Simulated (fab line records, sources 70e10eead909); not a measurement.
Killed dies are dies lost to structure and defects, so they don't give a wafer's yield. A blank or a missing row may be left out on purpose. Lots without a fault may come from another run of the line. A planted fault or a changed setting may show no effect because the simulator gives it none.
Problem report in the 8D (eight disciplines) form, filled by code | flow nand_harc | the parts of the form that need people (team, actions taken, sign-off) are left out

1. THE PROBLEM
run_length_s at NHARC_A_SLIT_ETCH_29 reads a mean of 66.8 s on 3 wafers of 3 lots; wafers without a fault read 76.4 s with a standard deviation of 0.33. That is -29 standard deviations from the usual mean.
The step: etches the open film in CF4/O2, target depth 100 nm, overetch 10 nm, time 55 s.
First seen on wafer L815.2, day 19 06:28, on rie_diel-12. The record holds 43 wafers of 15 lots with a number at this step. Rule for "out", or "out of limits": more than 4 standard deviations from the usual mean. The other wafers with a number count as sound.

2. WHAT IT IS AND WHAT IT IS NOT
question                    | is                     | is not
which readings at this step | run_length_s           | drypump_motor_current_A, rf_vpp_V, showerhead_plenum_p_Torr, throttle_valve_pct
which lots                  | L815, L817, L818       | L797, L799, L800, L801, L804, L805, L806, L807, L808, L809, L810, L811
which wafers of those lots  | L815.2, L817.2, L818.2 | L815.1, L817.3, L817.4, L818.1
read on which tools         | rie_diel-12            | rie_diel-03, rie_diel-06
when                        | from day 19 06:28      | up to then (37 sound wafers); but 3 sound wafers of L817, L818 came after

3. SUSPECTS, AND WHAT RULES EACH OUT
Counting: a tool at a process step up to the reading stays a suspect if it ran every lot that is out. Sound lots after the first of them don't rule it out here, since some wafers of a struck lot are sound.
- rie_diel-12 at NHARC_A_SLIT_ETCH_29 (etches the open film in CF4/O2, target depth 100 nm, overetch 10 nm, time 55 s): kept. It ran every lot that is out, first L815 (day 19 06:28); its last sound lot up to then is L810 (day 17 12:58). Its own readings are out on those wafers: run_length_s.
Left after counting: rie_diel-12 at NHARC_A_SLIT_ETCH_29.

4. THE CAUSE (what the simulator had put in)
Process parameter drift: rie_diel-12, from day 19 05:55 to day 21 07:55, at NHARC_A_SLIT_ETCH_29. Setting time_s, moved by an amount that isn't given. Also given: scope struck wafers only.
Counting left only this tool.

5. THE CHAIN OF EFFECTS, in route order
Each row: a reading whose mean over the struck wafers that have a number lies more than 3 standard deviations from the usual. Only readings for which the record gives a usual standard deviation are gone through. hours: the time from each lot's start at the first step in this table that gives one to its start at this step, as a median over the lots. sigmas: the change in usual standard deviations.
hours | step                 | reading      | usual  | on struck wafers | change | sigmas
0     | NHARC_A_SLIT_ETCH_29 | run_length_s | 76.4 s | 66.8             | -9.6   | -29
The process steps in it:
- NHARC_A_SLIT_ETCH_29: etches the open film in CF4/O2, target depth 100 nm, overetch 10 nm, time 55 s.

6. WHAT WOULD HAVE CAUGHT IT SOONER
In this record the first reading out of limits was taken at day 19 06:28, 1 hour after the fault began at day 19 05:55.
